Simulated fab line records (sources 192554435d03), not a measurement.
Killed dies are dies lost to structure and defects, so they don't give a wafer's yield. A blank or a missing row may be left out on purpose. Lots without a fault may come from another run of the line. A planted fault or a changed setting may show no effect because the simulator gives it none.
A struck lot beside a sound one    flow n5 finfet    36 steps out of a route of 1938
Sound: these wafers, L865.2, L865.4, L865.5. Struck: wafer L877.4. (L877.3 of the same lot was not struck and is left out.) The cause comes at the end.
For every step that has rows: the tool of each side, followed by ch and its chambers, followed by its first start. Under that, the readings that differ: sound wafers    struck wafers    difference of the means    sigmas: that difference in standard deviations of wafers without a fault.
alike: readings whose means differ by less than 2 such deviations, and words and numbers that are the same on both sides. not compared: withheld readings, readings that some wafer has no value for, bounds like >300 that may hide the same value, and numbers for which the record gives no deviation and whose values overlap.
The two part at a step that has a row with sigmas, a row that says differs or no value, or rows on one side only. Non-overlapping numbers with no deviation appear without sigmas and do not part them. A reading that every wafer of one side lacks parts them only if that side has two wafers or more.

first, 8 steps without rows for these wafers: N5_BEOL_M5_ANNEAL_51 (time 90 s); N5_BEOL_M5_CMP_52 (polishes, stops on SiCOH lowk, t overpolish 6.9 s, target thk 62 nm); N5_BEOL_M5_PRE_CLEAN_77 (time 15 s); N5_BEOL_M5_CO_CAP_78 (material Co, precursor CCTBA/H2, target thk 2 nm, time 102.1 s); N5_BEOL_M5_PRE_CLEAN_55 (time 15 s); N5_BEOL_M5_DEP_56 (deposits SiCN from 3MS/NH3, target thk 8 nm, time 14 s); N5_BEOL_M6_ILD_DEP_00 (deposits SiCOH lowk from DEMS/porogen, target thk 179.75 nm, time 33.4 s); N5_BEOL_M6_CURE_74 (cures SiCOH lowk, time 240 s).
N5_BEOL_M6_PECVD_70: deposits SiO2 from TEOS/O2, target thk 20 nm, time 22.7 s.
  sound on pecvd-04 ch 0,2, day 8 15:55; struck on pecvd-04 ch 0, day 11 22:00
reading                                     sound         struck  difference  sigmas
model.SiO2_of_BEOL_M6_PECVD_70.thk nm (nm)  19.6 19.8 20  33.4    +13.6       
  alike: chamber pressure Torr, heater power w, showerhead plenum p Torr, showerhead vpp V, throttle valve pct
then, 25 steps without rows for these wafers: N5_BEOL_M6_HM_DEP_02 (deposits TiN, target thk 20 nm); N5_BEOL_M6_COAT_59 (time 60 s, resist thk 100 nm); N5_BEOL_M6_COAT_60 (time 60 s, resist thk 35 nm); N5_BEOL_M6_COAT_05 (resist thk 90 nm); N5_BEOL_M6_EBR_07; N5_BEOL_M6_SOFTBAKE_06 (time 60 s); N5_BEOL_M6_EXPOSE_08 (exposes mask M6); N5_BEOL_M6_PEB_09 (peb time 60 s); N5_BEOL_M6_DEVELOP_10 (develop time 30 s); N5_BEOL_M6_DESCUM_16 (chemistry O2, time 7.9 s); N5_BEOL_M6_ETCH_61 (etches SiARC in CF4, target depth 45.5 nm, time 75.8 s); N5_BEOL_M6_ETCH_62 (etches SOC in N2/H2, target depth 110 nm, overetch 22 nm, time 165 s); N5_BEOL_M6_STRIP_68 (strips in N2/H2); N5_BEOL_M6_STRIP_67 (strips in CF4); N5_BEOL_M6_HM_OPEN_17 (chemistry Cl2/BCl3, target TiN, target depth 20 nm, overetch 6 nm); N5_BEOL_M6_STRIP_19 (strips in O2); N5_BEOL_M6_COAT_63 (time 60 s, resist thk 60 nm); N5_BEOL_M6_COAT_64 (time 60 s, resist thk 12 nm); N5_BEOL_M6_COAT_71 (time 60 s, resist thk 5 nm); N5_BEOL_M6_COAT_22 (resist thk 30 nm); N5_BEOL_M6_EBR_24; N5_BEOL_M6_SOFTBAKE_23 (time 60 s); N5_BEOL_M6_EXPOSE_25 (exposes mask V5, target cd 40 nm); N5_BEOL_M6_PEB_26 (peb time 60 s); N5_BEOL_M6_DEVELOP_27 (develop time 30 s).
N5_BEOL_M6_HM_STRIP_39: strips TiN in peroxide tin strip, target depth 25 nm, time 158 s.
  sound on wet bench-01 ch 1,4,5, day 8 19:56; struck on wet bench-01 ch 7, day 12 02:18
reading                                     sound           struck  difference  sigmas
model.SiO2_of_BEOL_M6_PECVD_70.thk nm (nm)  19.6 19.8 19.8  33.2    +13.5       
  alike: bath guard temp C
N5_BEOL_M6_CMP_52: polishes, stops on SiCOH lowk, t overpolish 6.9 s, target thk 80 nm.
  sound on cmp-03 ch 1,2, day 8 21:58; struck on cmp-04 ch 0, day 12 04:23
reading                       sound              struck  difference  sigmas
barrier field endpoint s (s)  29.3 28.9 29.1     46.0    +16.9       +21
overpolish run s (s)          6.890 6.902 6.905  0.730   -6.169      -99 or more
  alike: edge zone pressure frac, motor current A

WHERE THEY PART
Within this record, at N5_BEOL_M6_CMP_52 only.

WHY: the cause the simulator had injected
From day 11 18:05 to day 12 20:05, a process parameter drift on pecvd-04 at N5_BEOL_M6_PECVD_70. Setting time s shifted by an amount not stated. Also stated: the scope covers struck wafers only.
